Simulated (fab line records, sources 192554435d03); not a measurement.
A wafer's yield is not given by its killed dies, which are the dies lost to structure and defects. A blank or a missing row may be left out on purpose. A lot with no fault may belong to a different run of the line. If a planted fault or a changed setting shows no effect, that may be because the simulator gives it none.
Matching of chambers || flow n5Finfet || N5_BEOL_M11_STRIP_36 on rieDiel-03: 4 sister chambers
The step strips in N2/H2. 8 wafers are shown with their chamber, then 10 later ones without.

WAFERS PAIRED WITH THEIR CHAMBERS
{"wafer": "L075.3", "chamber": 0, "drypumpMotorCurrentA (A)": 5.6, "showerheadPlenumPTorr (Torr)": 2.47}
{"wafer": "L085.1", "chamber": 0, "drypumpMotorCurrentA (A)": 5.6, "showerheadPlenumPTorr (Torr)": 2.46}
{"wafer": "L087.6", "chamber": 2, "drypumpMotorCurrentA (A)": 6.3, "showerheadPlenumPTorr (Torr)": 2.46}
{"wafer": "L088.2", "chamber": 2, "drypumpMotorCurrentA (A)": 6.3, "showerheadPlenumPTorr (Torr)": 2.46}
{"wafer": "L088.4", "chamber": 1, "drypumpMotorCurrentA (A)": 6.1, "showerheadPlenumPTorr (Torr)": 2.62}
{"wafer": "L088.6", "chamber": 3, "drypumpMotorCurrentA (A)": 6.3, "showerheadPlenumPTorr (Torr)": 2.61}
{"wafer": "L092.3", "chamber": 3, "drypumpMotorCurrentA (A)": 6.4, "showerheadPlenumPTorr (Torr)": 2.61}
{"wafer": "L092.4", "chamber": 1, "drypumpMotorCurrentA (A)": 6.2, "showerheadPlenumPTorr (Torr)": 2.62}

WAFERS WITH NO CHAMBER GIVEN
{"wafer": "L092.6", "drypumpMotorCurrentA (A)": 6.3, "showerheadPlenumPTorr (Torr)": 2.46}
{"wafer": "L093.1", "drypumpMotorCurrentA (A)": 6.3, "showerheadPlenumPTorr (Torr)": 2.46}
{"wafer": "L093.3", "drypumpMotorCurrentA (A)": 5.6, "showerheadPlenumPTorr (Torr)": 2.46}
{"wafer": "L093.4", "drypumpMotorCurrentA (A)": 6.4, "showerheadPlenumPTorr (Torr)": 2.61}
{"wafer": "L095.2", "drypumpMotorCurrentA (A)": 6.3, "showerheadPlenumPTorr (Torr)": 2.61}
{"wafer": "L095.5", "drypumpMotorCurrentA (A)": 6.3, "showerheadPlenumPTorr (Torr)": 2.45}
{"wafer": "L095.6", "drypumpMotorCurrentA (A)": 6.1, "showerheadPlenumPTorr (Torr)": 2.61}
{"wafer": "L097.1", "drypumpMotorCurrentA (A)": 5.6, "showerheadPlenumPTorr (Torr)": 2.45}
{"wafer": "L097.2", "drypumpMotorCurrentA (A)": 6.3, "showerheadPlenumPTorr (Torr)": 2.45}
{"wafer": "L097.4", "drypumpMotorCurrentA (A)": 6.3, "showerheadPlenumPTorr (Torr)": 2.60}

CHAMBER TAKEN BY EACH
{"wafer": "L092.6", "from the rows above": 2, "in truth": 2}
{"wafer": "L093.1", "from the rows above": 2, "in truth": 2}
{"wafer": "L093.3", "from the rows above": 0, "in truth": 0}
{"wafer": "L093.4", "from the rows above": 3, "in truth": 3}
{"wafer": "L095.2", "from the rows above": 3, "in truth": 3}
{"wafer": "L095.5", "from the rows above": 2, "in truth": 2}
{"wafer": "L095.6", "from the rows above": "can't be placed: 1 or 3", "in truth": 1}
{"wafer": "L097.1", "from the rows above": 0, "in truth": 0}
{"wafer": "L097.2", "from the rows above": 2, "in truth": 2}
{"wafer": "L097.4", "from the rows above": 3, "in truth": 3}
9 of 10 placed correctly. Unplaceable from these rows: 1, with the true chamber sitting among the candidates in 1. Placed wrongly: 0.
How it was worked out, from the rows above alone: a wafer's distance from a chamber is the root of the sum, over the readings, of the square of ((its reading less the chamber's mean) divided by the reading's scatter). If the next closest chamber is less than 2 further off than the closest, the wafer can't be placed; otherwise it belongs to the closest. Each chamber's mean is taken over the wafers shown for it. The scatter: the root of (the sum of the squares of (reading less its chamber's mean) over the shown wafers, divided by (wafers less chambers)).
